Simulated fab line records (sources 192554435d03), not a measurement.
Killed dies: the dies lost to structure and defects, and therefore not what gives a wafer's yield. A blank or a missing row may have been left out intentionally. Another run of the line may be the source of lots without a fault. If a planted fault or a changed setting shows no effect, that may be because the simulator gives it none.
Split-lot trial + flow n5Finfet + 21 wafers read across 7 lots, on a route 1938 steps long

THE SPLIT
At N5_HKMG_FIN_ETCH_35 (etches SOC in N2/H2, target depth 215.8 nm, time 243.4 s), the setting sourceW was moved away from the recipe's 3000 W on 10 of the 21 wafers read, by -9.1% to +17.7%. All remaining wafers had this setting at the recipe value.

The reading is taken at the split's own step.

THE READING
rfVppV, in V, at N5_HKMG_FIN_ETCH_35 (etches SOC in N2/H2, target depth 215.8 nm, time 243.4 s). A value of 141.8 V with a standard deviation of 1.1 V is what fault-free wafers of this fab line usually give.

| wafer  | tool, chamber at the split | sourceW as run, W | against the recipe | rfVppV, V | against lot-mates on the recipe |
|--------|----------------------------|-------------------|--------------------|-----------|---------------------------------|
| L077.2 | rieDiel-01, 2              | 2728              | -9.1%              | 148.2     | +6.3                            |
| L077.4 | rieDiel-01, 0              | 3000              | recipe             | 142.3     | -                               |
| L077.6 | rieDiel-01, 2              | 3000              | recipe             | 141.5     | -                               |
| L074.3 | rieDiel-01, 1              | 3000              | recipe             | 141.3     | -                               |
| L074.4 | rieDiel-01, 1              | 3000              | recipe             | 141.3     | -                               |
| L074.6 | rieDiel-01, 2              | 3000              | recipe             | 141.4     | -                               |
| L079.4 | rieDiel-03, 2              | 2726              | -9.1%              | 145.9     | +6.6                            |
| L079.5 | rieDiel-03, 3              | 3000              | recipe             | 139.3     | -                               |
| L079.6 | rieDiel-03, 0              | 2726              | -9.1%              | 147.6     | +8.3                            |
| L082.1 | rieDiel-03, 2              | 3192              | +6.4%              | 138.7     | -3.7                            |
| L082.5 | rieDiel-03, 0              | 3000              | recipe             | 142.4     | -                               |
| L082.6 | rieDiel-03, 2              | 3192              | +6.4%              | 139.5     | -2.9                            |
| L085.3 | rieDiel-05, 0              | 3000              | recipe             | 142.0     | -                               |
| L085.4 | rieDiel-05, 1              | 3532              | +17.7%             | 132.9     | -9.1                            |
| L085.6 | rieDiel-05, 0              | 3532              | +17.7%             | 132.9     | -9.1                            |
| L087.4 | rieDiel-01, 1              | 3000              | recipe             | 143.3     | -                               |
| L087.5 | rieDiel-01, 1              | 3000              | recipe             | 141.1     | -                               |
| L087.6 | rieDiel-01, 0              | 3427              | +14.2%             | 135.8     | -6.4                            |
| L092.1 | rieDiel-03, 0              | 2818              | -6.1%              | 146.3     | +5.6                            |
| L092.4 | rieDiel-03, 3              | 2818              | -6.1%              | 144.2     | +3.5                            |
| L092.5 | rieDiel-03, 1              | 3000              | recipe             | 140.7     | -                               |

THE FIT
A straight line over all 21 wafers: rfVppV changes by -0.509 V for each +1% of sourceW; r = -0.97; the points scatter about the line by 1.1 V.
The same after taking each lot's own level away (the mean of its wafers on the recipe; 21 wafers): -0.581 V for each +1%; r = -0.98; scatter 0.98 V.
The reading moves by 10 V for the largest change in sourceW, on that fit.
Across the lots, their own levels run from 139.30 to 142.40 V, a range of 2.8 times the standard deviation given above.
Thus the slope moves with the lot-to-lot level: the two fits are different.
Check: -9.94 V against its lot-mates is what the line predicts for one of the wafers moved furthest among these (+17.7%) when that wafer is left out of the fit. Against them it came out at -9.1 V.
Tool readings at the split's step, against how far the setting was moved: rfVppV r = -0.97.

THESE WAFERS: OTHER SPLITS
These wafers also went through other splits before the reading. Each is held against what the fit with the lots' levels taken away leaves over:
| other split on the same wafers    | wafers away from the commonest value | r with rfVppV (lot level and that fit taken away) |
|-----------------------------------|--------------------------------------|---------------------------------------------------|
| N5_DUMMY_GATE_COAT_34 spinRpm     | 8                                    | +0.29                                             |
| N5_SD_EPI_N_ETCH_16 targetDepthA  | 8                                    | -0.10                                             |
| N5_SD_EPI_N_EPI_21 epiGrowthTimeS | 6                                    | -0.05                                             |

THE WHOLE CHAIN: every reading that the file lists as answering this split, in the file's order
| step                | what it does                                             | reading                                                                        | change (the file's fit)              | r (the file's) |
|---------------------|----------------------------------------------------------|--------------------------------------------------------------------------------|--------------------------------------|----------------|
| N5_HKMG_FIN_ETCH_35 | etches SOC in N2/H2, target depth 215.8 nm, time 243.4 s | rfVppV                                                                         | -0.559 V for each +1% of the setting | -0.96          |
| N5_HKMG_FIN_ETCH_35 | etches SOC in N2/H2, target depth 215.8 nm, time 243.4 s | SOC_of_HKMG_FIN_COAT_29.thkNm (the simulator's own value, which no gauge read) | -1.67 nm for each +1% of the setting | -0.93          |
| N5_HKMG_FIN_ETCH_35 | etches SOC in N2/H2, target depth 215.8 nm, time 243.4 s | etch.depthNm (the simulator's own value, which no gauge read)                  | +1.65 nm for each +1% of the setting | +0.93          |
| N5_HKMG_FIN_ETCH_35 | etches SOC in N2/H2, target depth 215.8 nm, time 243.4 s | HKMG_FIN.featureDepthNm (the simulator's own value, which no gauge read)       | +1.65 nm for each +1% of the setting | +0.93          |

FILE'S OWN FIT
rfVppV changes by -0.559 V for each +1% of sourceW, r = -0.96.
